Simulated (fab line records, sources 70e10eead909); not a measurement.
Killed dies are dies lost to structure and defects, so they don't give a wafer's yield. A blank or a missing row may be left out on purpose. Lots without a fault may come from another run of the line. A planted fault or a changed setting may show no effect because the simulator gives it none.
fab line records | flow nand_harc | part 1 of 2: steps 1 to 20 of 27
record lots=5 wafers=15 last_day=32
route steps=1302 shown A_CONTACT@998
lots that met no fault: from a run of the same line without faults
start_h: hours from the record's first day to the start of the lot's first wafer shown | wait_h: hours since the lot's step before | " the same as in the row above | L1.1+2: a row that stands for several wafers | - no value, or no start given | * or withheld: withheld | < > ~ a bound
route shown NAME@n: a module of which the file shows steps, and the number in the route of the first | usual: mean/standard deviation of fault-free wafers | same: alike in all rows | chamber/n: place in a boat | sites: the reading at each site | _std_site: their standard deviation | _edge_site: outer sites' mean less inner sites' | radius_mm: how far each site lies from the wafer's centre | mask NAME#n: copy n | behind: the tool/chamber that last shaped the wafer | hold: why the lot was held/for how many hours/how that ended | device: the transistor (n, p or np) that didn't switch | end of line: the same wafers' tests at the end of the route | a step without rows: its recipe alone | killed: dies lost to structure and defects at the first sort, not the wafer's yield | map: a wafer's dies, x killed, . not, _ none there
set.NAME: the setting as run; set.NAME@STEP: as run at that earlier step | model.NAME: the simulator's own value behind a step, which no gauge read
lots at some steps of the route; a table a step, a row a wafer
services: from which hour (start_h, from the record's first day; less than 0 if before it) a tool's chamber was out of use, for how many hours, and why
## steps
# step NHARC_A_CONTACT_OVL_MEAS_43
# usual overlay_x_nm=0.0/0.73 overlay_y_nm=0.0/0.69
# columns lot.wafer tool chamber start_h wait_h overlay_x_nm overlay_y_nm
L077.2 overlay-02 - 519.65 - 1.5 -0.6
L077.3 " - " " 1.8 -0.7
L077.4 " - " " 1.1 -0.6
L079.1 overlay-02 - 526.30 - 1.2 -0.5
L079.4 " - " " 1.9 -0.1
L079.5 " - " " 0.6 -0.6
L088.2 overlay-02 - 634.15 - 0.2 0.7
L088.3 " - " " 0.5 0.8
L088.4 " - " " 0.9 0.8
L090.3 overlay-01 - 654.27 - 0.4 0.6
L090.4 " - " " 0.0 1.1
L090.6 " - " " 0.2 0.9
L095.2 overlay-01 - 703.13 - 0.4 -0.3
L095.3 " - " " 0.4 -0.4
L095.6 " - " " 0.6 -0.6
# step NHARC_A_CONTACT_INSPECT_44
# usual raw_defect_count=87/39
# columns lot.wafer tool chamber start_h wait_h raw_defect_count
L077.2 defect_inspect-02 - 519.68 0.0 52
L077.3 " - " " 58
L077.4 " - " " 67
L079.1 defect_inspect-02 - 526.34 0.0 136
L079.4 " - " " 159
L079.5 " - " " 133
L088.2 defect_inspect-01 - 634.19 0.0 46
L088.3 " - " " 47
L088.4 " - " " 35
L090.3 defect_inspect-01 - 654.31 0.0 30
L090.4 " - " " 23
L090.6 " - " " 20
L095.2 defect_inspect-01 - 703.16 0.0 78
L095.3 " - " " 94
L095.6 " - " " 77
# step NHARC_A_CONTACT_DESCUM_47
# recipe time_s=3 o2_flow_sccm=200 ar_flow_sccm=0 bias_power_w=0 chemistry=O2
# usual drypump_motor_current_A=5.6/0.46 oes_product_au=0.996/0.01 rf_vpp_V=57.8/0.9 showerhead_plenum_p_Torr=1.93/0.1 throttle_valve_pct=11.311/0.0091
# same bias_power_w=0
# columns lot.wafer tool chamber start_h wait_h drypump_motor_current_A oes_product_au rf_hours_counter_h rf_vpp_V showerhead_plenum_p_Torr throttle_valve_pct
L077.2 rie_diel-06 2 519.74 0.1 6.0 0.990 4 57.6 1.80 11.319
L077.4 " 0 " " 4.9 0.990 3 58.0 2.07 11.319
L077.3 " 1 " " 5.3 0.977 4 57.3 1.87 11.301
L079.4 rie_diel-06 3 526.41 0.1 5.6 0.987 5 57.1 1.80 11.308
L079.1 " 1 " " 5.3 0.977 4 56.5 1.87 11.308
L079.5 " 2 " " 6.0 0.995 - 57.2 1.81 11.305
L088.2 rie_diel-11 1 634.25 0.1 6.4 1.000 5 59.1 2.03 11.318
L088.3 " 2 " " 6.0 0.992 5 58.2 2.01 11.319
L088.4 " 0 " " 5.3 1.009 5 57.0 1.80 11.310
L090.3 rie_diel-11 0 654.39 0.1 5.3 1.002 12 56.9 1.80 11.305
L090.4 " 1 " " 6.4 1.003 11 57.5 2.03 11.320
L090.6 " 3 " " 5.5 0.987 - 58.8 1.96 11.312
L095.2 rie_diel-07 2 703.22 0.1 5.1 0.978 15 56.0 2.01 11.288
L095.3 " 1 " " 6.2 1.009 14 57.1 1.92 11.317
L095.6 " 3 " " 5.6 0.990 - 59.0 2.07 11.320
# step NHARC_A_CONTACT_ETCH_48
# recipe target_depth_a=390 over_etch_frac=0.3 time_s=65 ion_energy_ev=80 cf4_flow_sccm=150 ar_flow_sccm=0 rf_w=300 bias_w=100 chemistry=CF4
# usual drypump_motor_current_A=5.6/0.47 oes_product_au=0.997/0.011 rf_vpp_V=151.5/1.4 showerhead_plenum_p_Torr=1.78/0.09 throttle_valve_pct=13.284/0.0094
# columns lot.wafer tool chamber start_h wait_h drypump_motor_current_A oes_product_au rf_hours_counter_h rf_vpp_V showerhead_plenum_p_Torr throttle_valve_pct
L077.2 rie_diel-06 2 519.83 0.1 6.0 0.991 4 151.3 1.68 13.283
L077.4 " 0 " " 4.9 0.994 3 153.4 1.90 13.272
L077.3 " 1 " " 5.3 0.975 4 151.1 1.73 13.280
L079.1 rie_diel-06 2 526.49 0.1 6.0 0.993 5 149.6 1.68 13.289
L079.4 " 3 " " 5.6 0.985 5 150.8 1.68 13.284
L079.5 " 1 " " 5.3 0.983 - 149.7 1.73 13.267
L088.4 rie_diel-11 2 634.39 0.1 6.0 1.012 5 152.8 1.86 13.285
L088.2 " 3 " " 5.5 1.008 5 151.7 1.81 13.275
L088.3 " 0 " " 5.3 1.022 5 150.3 1.67 13.280
L090.3 rie_diel-11 0 654.45 0.1 5.3 1.004 12 150.0 1.67 13.275
L090.4 " 2 " " 6.0 1.003 11 152.7 1.85 13.296
L090.6 " 1 " " 6.4 1.014 - 154.0 1.87 13.289
L095.3 rie_diel-07 3 703.32 0.1 5.6 0.996 15 152.8 1.90 13.284
L095.2 " 0 " " 4.9 0.994 14 151.6 1.71 13.301
L095.6 " 1 " " 6.3 1.021 - 151.9 1.78 13.271
# step NHARC_A_CONTACT_ETCH_49
# recipe target_depth_a=2600 over_etch_frac=0.3 time_s=475.3 ion_energy_ev=200 n2_flow_sccm=150 h2_flow_sccm=150 ar_flow_sccm=0 rf_w=400 bias_w=150 chemistry=N2/H2
# usual drypump_motor_current_A=5.6/0.47 oes_product_au=0.996/0.012 rf_vpp_V=431/3.3 showerhead_plenum_p_Torr=2.05/0.11 throttle_valve_pct=14.172/0.009
# columns lot.wafer tool chamber start_h wait_h drypump_motor_current_A oes_product_au rf_hours_counter_h rf_vpp_V showerhead_plenum_p_Torr throttle_valve_pct
L077.3 rie_diel-06 2 - - 6.0 0.987 4 426 1.92 14.171
L077.2 " 3 " " 5.6 0.982 4 428 1.92 14.190
L077.4 " 1 " " 5.3 0.968 4 429 1.99 14.168
L079.4 rie_diel-06 1 - - 5.3 0.980 4 429 1.99 14.169
L079.1 " 3 " " 5.6 0.990 5 427 1.92 14.156
L079.5 " 2 " " 6.0 0.988 - 427 1.92 14.174
L088.4 rie_diel-11 1 - - 6.4 1.021 5 434 2.17 14.169
L088.3 " 2 " " 6.0 1.001 5 433 2.15 14.168
L088.2 " 3 " " 5.5 1.009 5 432 2.09 14.160
L090.3 rie_diel-11 2 - - 6.0 1.008 12 435 2.15 14.174
L090.4 " 3 " " 5.5 0.995 12 433 2.09 14.174
L090.6 " 3 " " 5.5 1.006 - 432 2.09 14.174
L095.3 rie_diel-07 2 - - 5.1 0.993 15 433 2.15 14.184
L095.2 " 3 " " 5.6 0.999 15 434 2.21 14.173
L095.6 " 1 " " 6.2 1.019 - 431 2.05 14.159
# step NHARC_A_CONTACT_ETCH_50
# recipe target_depth_a=1210 time_s=60.5 cf4_flow_sccm=100 chf3_flow_sccm=30 ar_flow_sccm=0 rf_w=500 bias_w=200 chemistry=CF4/CHF3
# usual chf3_flow_sccm=30.00/0.09 drypump_motor_current_A=5.6/0.46 oes_product_au=0.944/0.021 rf_vpp_V=371.0/2.9 showerhead_plenum_p_Torr=1.58/0.082 throttle_valve_pct=16.803/0.009
# columns lot.wafer tool chamber start_h wait_h chf3_flow_sccm drypump_motor_current_A oes_product_au rf_hours_counter_h rf_vpp_V showerhead_plenum_p_Torr throttle_valve_pct
L077.3 rie_diel-06 0 - - 30.00 4.9 0.963 3 374.4 1.69 16.795
L077.2 " 2 " " 29.91 6.0 0.941 5 368.1 1.49 16.824
L077.4 " 3 " " 29.87 5.7 0.940 4 366.8 1.49 16.806
L079.1 rie_diel-06 2 - - 29.97 6.0 0.941 6 367.8 1.49 16.821
L079.4 " 0 " " 29.93 4.9 0.964 4 375.4 1.69 16.807
L079.5 " 1 " " 29.90 5.3 0.962 - 368.3 1.54 16.816
L088.3 rie_diel-11 2 - - 29.96 6.0 0.947 5 374.3 1.65 16.792
L088.2 " 3 " " 30.10 5.5 0.942 5 372.2 1.61 16.805
L088.4 " 1 " " 29.95 6.4 0.956 5 373.7 1.67 16.793
L090.4 rie_diel-11 1 - - 29.95 6.4 0.999 11 375.0 1.66 16.811
L090.3 " 0 " " 30.00 5.3 0.987 12 368.3 1.48 16.799
L090.6 " 1 " " 30.12 6.4 0.983 - 374.0 1.67 16.807
L095.3 rie_diel-07 0 - - 30.09 4.9 0.973 14 369.5 1.52 16.815
L095.2 " 1 " " 30.12 6.3 0.992 14 369.1 1.58 16.796
L095.6 " 2 " " 29.98 5.2 0.963 - 372.7 1.65 16.799
# step NHARC_A_CONTACT_ETCH_51
# recipe target_depth_a=70000 over_etch_frac=0.3 time_s=1820 ion_energy_ev=150 o2_flow_sccm=400 cos_flow_sccm=20 ar_flow_sccm=0 rf_w=500 bias_w=300 chemistry=O2/COS
# usual drypump_motor_current_A=5.6/0.46 oes_product_au=0.998/0.01 rf_vpp_V=314.4/2.5 showerhead_plenum_p_Torr=3.13/0.16 throttle_valve_pct=28.329/0.0097
# columns lot.wafer tool chamber start_h wait_h drypump_motor_current_A oes_product_au rf_hours_counter_h rf_vpp_V showerhead_plenum_p_Torr throttle_valve_pct
L077.4 rie_diel-06 0 - - 5.0 0.990 3 316.9 3.36 28.314
L077.2 " 1 " " 5.3 0.981 4 311.8 3.05 28.338
L077.3 " 2 " " 6.0 0.994 5 313.3 2.96 28.320
L079.1 rie_diel-06 1 - - 5.3 0.985 5 314.3 3.05 28.336
L079.4 " 3 " " 5.6 0.995 5 311.2 2.95 28.326
L079.5 " 1 " " 5.3 0.974 - 312.6 3.05 28.336
L088.3 rie_diel-11 0 - - 5.3 1.025 5 310.8 2.94 28.333
L088.2 " 1 " " 6.4 1.015 5 316.8 3.31 28.322
L088.4 " 3 " " 5.5 0.999 5 316.3 3.20 28.319
L090.4 rie_diel-11 3 - - 5.5 0.997 13 313.8 3.19 28.321
L090.3 " 0 " " 5.3 1.004 12 311.5 2.94 28.314
L090.6 " 2 " " 6.0 1.014 - 317.5 3.27 28.330
L095.3 rie_diel-07 1 - - 6.2 1.020 15 314.9 3.14 28.335
L095.2 " 2 " " 5.2 0.989 15 317.2 3.27 28.321
L095.6 " 0 " " 4.9 1.003 - 312.4 3.02 28.323
# step NHARC_A_CONTACT_ETCH_111
# recipe source_w=withheld pressure_mtorr=20 bias_v=withheld time_s=140 target_depth_a=7000 ar_flow_sccm=withheld c4f8_flow_sccm=withheld o2_flow_sccm=withheld chemistry=C4F8/O2/Ar
# columns lot.wafer tool chamber start_h wait_h rf_hours_counter_h
L077.2 har_cap_etch-02 0 521.61 - 90
L077.3 " 1 " " -
L077.4 " 0 " " -
L079.1 har_cap_etch-01 0 528.22 - 3
L079.4 " 1 " " -
L079.5 " 0 " " -
L088.2 har_cap_etch-02 0 636.14 - 109
L088.4 " 0 " " -
L088.3 " 1 " " -
L090.3 har_cap_etch-02 0 656.33 - -
L090.4 " 1 " " -
L090.6 " 0 " " -
L095.2 har_cap_etch-01 0 705.09 - 35
L095.3 " 1 " " -
L095.6 " 0 " " -
# step NHARC_A_CONTACT_ETCH_112
# recipe source_w=withheld pressure_mtorr=20 bias_v=3000 time_s=190 target_depth_a=18500 ar_flow_sccm=withheld c4f8_flow_sccm=withheld o2_flow_sccm=withheld chemistry=C4F8/O2/Ar
# columns lot.wafer tool chamber start_h wait_h rf_hours_counter_h
L077.2 har_cap_etch-02 0 521.87 0.2 91
L077.3 " 1 " " -
L077.4 " 0 " " -
L079.1 har_cap_etch-01 0 528.41 0.2 3
L079.4 " 1 " " -
L079.5 " 0 " " -
L088.2 har_cap_etch-02 0 636.34 0.2 110
L088.4 " 0 " " -
L088.3 " 1 " " -
L090.3 har_cap_etch-02 0 656.59 0.2 -
L090.4 " 1 " " -
L090.6 " 0 " " -
L095.2 har_cap_etch-01 0 705.35 0.2 35
L095.3 " 1 " " -
L095.6 " 0 " " -
# step NHARC_A_CONTACT_ETCH_113
# recipe source_w=withheld pressure_mtorr=20 bias_v=3000 time_s=190 target_depth_a=18500 ar_flow_sccm=withheld c4f8_flow_sccm=withheld o2_flow_sccm=withheld chemistry=C4F8/O2/Ar
# columns lot.wafer tool chamber start_h wait_h rf_hours_counter_h
L077.2 har_cap_etch-02 0 522.10 0.2 91
L077.3 " 1 " " -
L077.4 " 0 " " -
L079.1 har_cap_etch-01 0 528.58 0.1 3
L079.4 " 1 " " -
L079.5 " 0 " " -
L088.2 har_cap_etch-02 0 636.51 0.1 110
L088.4 " 0 " " -
L088.3 " 1 " " -
L090.3 har_cap_etch-02 0 656.81 0.2 -
L090.4 " 1 " " -
L090.6 " 0 " " -
L095.2 har_cap_etch-01 0 705.58 0.2 35
L095.3 " 1 " " -
L095.6 " 0 " " -
# step NHARC_A_CONTACT_ETCH_114
# recipe source_w=withheld pressure_mtorr=20 bias_v=3000 time_s=190 target_depth_a=18500 ar_flow_sccm=withheld c4f8_flow_sccm=withheld o2_flow_sccm=withheld chemistry=C4F8/O2/Ar
# columns lot.wafer tool chamber start_h wait_h rf_hours_counter_h
L077.2 har_cap_etch-02 0 522.33 0.2 91
L077.3 " 1 " " -
L077.4 " 0 " " -
L079.1 har_cap_etch-01 0 528.75 0.1 4
L079.4 " 1 " " -
L079.5 " 0 " " -
L088.2 har_cap_etch-02 0 636.68 0.1 110
L088.4 " 0 " " -
L088.3 " 1 " " -
L090.3 har_cap_etch-02 0 657.04 0.2 -
L090.4 " 1 " " -
L090.6 " 0 " " -
L095.2 har_cap_etch-01 0 705.80 0.2 35
L095.3 " 1 " " -
L095.6 " 0 " " -
# step NHARC_A_CONTACT_ETCH_115
# recipe source_w=withheld pressure_mtorr=20 bias_v=3000 time_s=190 target_depth_a=18500 ar_flow_sccm=withheld c4f8_flow_sccm=withheld o2_flow_sccm=withheld chemistry=C4F8/O2/Ar
# columns lot.wafer tool chamber start_h wait_h rf_hours_counter_h
L077.2 har_cap_etch-02 0 522.56 0.2 91
L077.3 " 1 " " -
L077.4 " 0 " " -
L079.1 har_cap_etch-01 0 528.92 0.1 4
L079.4 " 1 " " -
L079.5 " 0 " " -
L088.2 har_cap_etch-02 0 636.85 0.1 110
L088.4 " 0 " " -
L088.3 " 1 " " -
L090.3 har_cap_etch-02 0 657.27 0.2 -
L090.4 " 1 " " -
L090.6 " 0 " " -
L095.2 har_cap_etch-01 0 706.03 0.2 36
L095.3 " 1 " " -
L095.6 " 0 " " -
# step NHARC_A_CONTACT_ETCH_116
# recipe source_w=withheld pressure_mtorr=20 bias_v=3000 time_s=190 target_depth_a=18500 ar_flow_sccm=withheld c4f8_flow_sccm=withheld o2_flow_sccm=withheld chemistry=C4F8/O2/Ar
# columns lot.wafer tool chamber start_h wait_h rf_hours_counter_h
L077.2 har_cap_etch-02 0 522.79 0.2 91
L077.3 " 1 " " -
L077.4 " 0 " " -
L079.1 har_cap_etch-01 0 529.09 0.1 4
L079.4 " 1 " " -
L079.5 " 0 " " -
L088.2 har_cap_etch-02 0 637.03 0.1 110
L088.4 " 0 " " -
L088.3 " 1 " " -
L090.3 har_cap_etch-02 0 657.49 0.2 -
L090.4 " 1 " " -
L090.6 " 0 " " -
L095.2 har_cap_etch-01 0 706.26 0.2 36
L095.3 " 1 " " -
L095.6 " 0 " " -
# step NHARC_A_CONTACT_ETCH_117
# recipe source_w=withheld pressure_mtorr=20 bias_v=3000 time_s=190 target_depth_a=18500 ar_flow_sccm=withheld c4f8_flow_sccm=withheld o2_flow_sccm=withheld chemistry=C4F8/O2/Ar
# columns lot.wafer tool chamber start_h wait_h rf_hours_counter_h
L077.2 har_cap_etch-02 0 523.02 0.2 91
L077.3 " 1 " " -
L077.4 " 0 " " -
L079.1 har_cap_etch-01 0 529.27 0.1 4
L079.4 " 1 " " -
L079.5 " 0 " " -
L088.2 har_cap_etch-02 0 637.20 0.1 110
L088.4 " 0 " " -
L088.3 " 1 " " -
L090.3 har_cap_etch-02 0 657.72 0.2 -
L090.4 " 1 " " -
L090.6 " 0 " " -
L095.2 har_cap_etch-01 0 706.48 0.2 36
L095.3 " 1 " " -
L095.6 " 0 " " -
# step NHARC_A_CONTACT_ETCH_118
# recipe source_w=withheld pressure_mtorr=20 bias_v=3000 time_s=190 target_depth_a=18500 ar_flow_sccm=withheld c4f8_flow_sccm=withheld o2_flow_sccm=withheld chemistry=C4F8/O2/Ar
# columns lot.wafer tool chamber start_h wait_h rf_hours_counter_h
L077.2 har_cap_etch-02 0 523.25 0.2 92
L077.3 " 1 " " -
L077.4 " 0 " " -
L079.1 har_cap_etch-01 0 529.44 0.1 4
L079.4 " 1 " " -
L079.5 " 0 " " -
L088.2 har_cap_etch-02 0 637.36 0.1 111
L088.4 " 0 " " -
L088.3 " 1 " " -
L090.3 har_cap_etch-02 0 657.94 0.2 -
L090.4 " 1 " " -
L090.6 " 0 " " -
L095.2 har_cap_etch-01 0 706.65 0.1 36
L095.3 " 1 " " -
L095.6 " 0 " " -
# step NHARC_A_CONTACT_ETCH_119
# recipe source_w=withheld pressure_mtorr=20 bias_v=3000 time_s=190 target_depth_a=18500 ar_flow_sccm=withheld c4f8_flow_sccm=withheld o2_flow_sccm=withheld chemistry=C4F8/O2/Ar
# columns lot.wafer tool chamber start_h wait_h rf_hours_counter_h
L077.2 har_cap_etch-02 0 523.48 0.2 92
L077.3 " 1 " " -
L077.4 " 0 " " -
L079.1 har_cap_etch-01 0 529.60 0.1 4
L079.4 " 1 " " -
L079.5 " 0 " " -
L088.2 har_cap_etch-02 0 637.54 0.1 111
L088.4 " 0 " " -
L088.3 " 1 " " -
L090.3 har_cap_etch-02 0 658.15 0.2 -
L090.4 " 1 " " -
L090.6 " 0 " " -
L095.2 har_cap_etch-01 0 706.82 0.1 36
L095.3 " 1 " " -
L095.6 " 0 " " -
# step NHARC_A_CONTACT_ETCH_120
# recipe source_w=withheld pressure_mtorr=20 bias_v=3000 time_s=190 target_depth_a=18500 ar_flow_sccm=withheld c4f8_flow_sccm=withheld o2_flow_sccm=withheld chemistry=C4F8/O2/Ar
# columns lot.wafer tool chamber start_h wait_h rf_hours_counter_h
L077.2 har_cap_etch-02 0 523.71 0.2 92
L077.3 " 1 " " -
L077.4 " 0 " " -
L079.1 har_cap_etch-01 0 529.77 0.1 5
L079.4 " 1 " " -
L079.5 " 0 " " -
L088.2 har_cap_etch-02 0 637.71 0.1 111
L088.4 " 0 " " -
L088.3 " 1 " " -
L090.3 har_cap_etch-02 0 658.32 0.1 -
L090.4 " 1 " " -
L090.6 " 0 " " -
L095.2 har_cap_etch-01 0 706.99 0.1 36
L095.3 " 1 " " -
L095.6 " 0 " " -
# step NHARC_A_CONTACT_ETCH_121
# recipe source_w=withheld pressure_mtorr=20 bias_v=3000 time_s=190 target_depth_a=18500 ar_flow_sccm=withheld c4f8_flow_sccm=withheld o2_flow_sccm=withheld chemistry=C4F8/O2/Ar
# columns lot.wafer tool chamber start_h wait_h rf_hours_counter_h
L077.2 har_cap_etch-02 0 523.92 0.2 92
L077.3 " 1 " " -
L077.4 " 0 " " -
L079.1 har_cap_etch-01 0 529.94 0.1 5
L079.4 " 1 " " -
L079.5 " 0 " " -
L088.2 har_cap_etch-02 0 637.88 0.1 111
L088.4 " 0 " " -
L088.3 " 1 " " -
L090.3 har_cap_etch-02 0 658.49 0.1 -
L090.4 " 1 " " -
L090.6 " 0 " " -
L095.2 har_cap_etch-01 0 707.17 0.1 37
L095.3 " 1 " " -
L095.6 " 0 " " -
# step NHARC_A_CONTACT_ETCH_122
# recipe source_w=withheld pressure_mtorr=20 bias_v=3000 time_s=190 target_depth_a=18500 ar_flow_sccm=withheld c4f8_flow_sccm=withheld o2_flow_sccm=withheld chemistry=C4F8/O2/Ar
# columns lot.wafer tool chamber start_h wait_h rf_hours_counter_h
L077.2 har_cap_etch-02 0 524.09 0.1 92
L077.3 " 1 " " -
L077.4 " 0 " " -
L079.1 har_cap_etch-01 0 530.11 0.1 5
L079.4 " 1 " " -
L079.5 " 0 " " -
L088.2 har_cap_etch-02 0 638.05 0.1 111
L088.4 " 0 " " -
L088.3 " 1 " " -
L090.3 har_cap_etch-02 0 658.66 0.1 -
L090.4 " 1 " " -
L090.6 " 0 " " -
L095.2 har_cap_etch-01 0 707.34 0.1 37
L095.3 " 1 " " -
L095.6 " 0 " " -
# step NHARC_A_CONTACT_ETCH_123
# recipe source_w=withheld pressure_mtorr=20 bias_v=400 time_s=490 target_depth_a=21100 ar_flow_sccm=withheld c4f8_flow_sccm=11.5 o2_flow_sccm=7.2 chemistry=C4F8/O2/Ar
# columns lot.wafer tool chamber start_h wait_h rf_hours_counter_h
L077.2 har_cap_etch-02 0 524.32 0.2 92
L077.3 " 1 " " -
L077.4 " 0 " " -
L079.1 har_cap_etch-01 0 530.28 0.1 5
L079.4 " 1 " " -
L079.5 " 0 " " -
L088.2 har_cap_etch-02 0 638.22 0.1 111
L088.4 " 0 " " -
L088.3 " 1 " " -
L090.3 har_cap_etch-02 0 658.95 0.3 -
L090.4 " 1 " " -
L090.6 " 0 " " -
L095.2 har_cap_etch-01 0 707.57 0.2 37
L095.3 " 1 " " -
L095.6 " 0 " " -
